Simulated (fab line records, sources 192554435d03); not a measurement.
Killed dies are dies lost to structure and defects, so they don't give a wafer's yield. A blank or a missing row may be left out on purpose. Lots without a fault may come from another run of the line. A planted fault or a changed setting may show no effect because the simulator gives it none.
Chamber matching | flow n5_finfet | N5_BEOL_M2_ETCH_74 on rie_diel-06: 4 sister chambers
The step etches underlayer in N2/H2, target depth 6.5 nm, time 5.2 s. 16 wafers are shown with their chamber, then 8 later ones without.

WAFERS WITH THEIR CHAMBER
wafer  | chamber | throttle_valve_pct (%) | oes_product_au (a.u.) | showerhead_plenum_p_Torr (Torr)
L085.2 | 1       | 17.77                  | 0.76                  | 2.60
L085.3 | 2       | 17.79                  | 0.70                  | 2.48
L085.4 | 0       | 17.89                  | 0.60                  | 2.52
L087.2 | 3       | 18.17                  | 0.60                  | 2.52
L087.3 | 1       | 17.77                  | 0.74                  | 2.60
L087.6 | 2       | 17.80                  | 0.70                  | 2.48
L088.1 | 3       | 18.17                  | 0.60                  | 2.52
L088.3 | 1       | 17.74                  | 0.75                  | 2.60
L088.4 | 2       | 17.83                  | 0.72                  | 2.48
L091.2 | 1       | 17.81                  | 0.75                  | 2.59
L091.5 | 0       | 17.91                  | 0.59                  | 2.51
L091.6 | 1       | 17.79                  | 0.74                  | 2.59
L090.2 | 2       | 17.80                  | 0.70                  | 2.47
L090.5 | 3       | 18.16                  | 0.59                  | 2.51
L090.6 | 0       | 17.92                  | 0.60                  | 2.51
L092.1 | 2       | 17.83                  | 0.69                  | 2.47

SIGNATURES (means of the wafers above)
reading                  | chamber 0 | chamber 1 | chamber 2 | chamber 3 | scatter within a chamber
throttle_valve_pct       | 17.9067   | 17.7760   | 17.8100   | 18.1667   | 0.0197
oes_product_au           | 0.5967    | 0.7480    | 0.7020    | 0.5967    | 0.00863
showerhead_plenum_p_Torr | 2.5133    | 2.5960    | 2.4760    | 2.5167    | 0.00558
Rule: a wafer's distance from a chamber is the root of the sum, over the readings, of the square of ((its reading less the chamber's mean) divided by the reading's scatter). The wafer belongs to the nearest chamber; if the next one is less than 2 further off, it can't be placed. The scatter: the root of (the sum of the squares of (reading less its chamber's mean) over the shown wafers, divided by (wafers less chambers)).

WAFERS WITHOUT THEIR CHAMBER
wafer  | throttle_valve_pct (%) | oes_product_au (a.u.) | showerhead_plenum_p_Torr (Torr)
L092.4 | 17.81                  | 0.70                  | 2.47
L092.6 | 17.93                  | 0.60                  | 2.51
L093.3 | 17.73                  | 0.88                  | 2.51
L093.4 | 17.95                  | 0.59                  | 2.51
L093.6 | 17.71                  | 0.90                  | 2.51
L095.1 | 17.81                  | 0.72                  | 2.59
L095.2 | 17.74                  | 0.88                  | 2.51
L095.4 | 17.94                  | 0.58                  | 2.51

WHICH CHAMBER EACH WENT THROUGH
wafer  | from the rows above     | in truth
L092.4 | 2                       | 2
L092.6 | 0                       | 0
L093.3 | can't be placed: 1 or 2 | 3
L093.4 | 0                       | 0
L093.6 | can't be placed: 1 or 2 | 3
L095.1 | 1                       | 1
L095.2 | can't be placed: 1 or 2 | 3
L095.4 | 0                       | 0
Placed correctly: 5 of 8. Can't be placed from these rows: 3 (the true chamber is among the candidates in 0). Placed wrongly: 0.
